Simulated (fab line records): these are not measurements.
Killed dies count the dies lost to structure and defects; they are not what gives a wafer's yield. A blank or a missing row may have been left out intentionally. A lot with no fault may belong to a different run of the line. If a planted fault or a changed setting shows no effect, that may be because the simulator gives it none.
Chamber matching    flow n5 finfet    N5_HKMG_FIN_ETCH_67 on rie diel-04: 4 sister chambers
The step etches SOC in N2/H2, stops on TiN, target depth 388.9 nm. 4 wafers are shown with their chamber, then 9 later ones without.

## WAFERS WITH THEIR CHAMBER
wafer   chamber  showerhead plenum p Torr (Torr)
L081.5  2        2.64
L082.3  0        2.49
L082.4  3        2.66
L082.6  1        2.51

## WAFERS WITHOUT THEIR CHAMBER
wafer   showerhead plenum p Torr (Torr)
L083.2  2.64
L083.3  2.51
L083.6  2.51
L084.2  2.64
L084.3  2.51
L084.6  2.66
L085.2  2.51
L085.3  2.65
L085.4  2.65

## EACH ONE'S CHAMBER
wafer   from the rows above      in truth
L083.2  2                        2
L083.3  1                        1
L083.6  1                        1
L084.2  2                        2
L084.3  1                        1
L084.6  3                        3
L085.2  1                        1
L085.3  can't be placed: 2 or 3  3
L085.4  can't be placed: 2 or 3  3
Correct placement for 7 of the 9. Unplaceable from these rows: 2, with the true chamber sitting among the candidates in 2. 0 placed wrongly.
How it was worked out, from the rows above alone: a wafer's distance from a chamber is the root of the sum, over the readings, of the square of ((its reading less the chamber's mean) divided by the reading's scatter). If the next closest chamber is less than 2 further off than the closest, the wafer can't be placed; otherwise it belongs to the closest. A chamber's mean is the mean of its shown wafers. The scatter: with one shown wafer a chamber, the root of the mean of the squares of how far each hidden wafer lies from its nearest shown one.
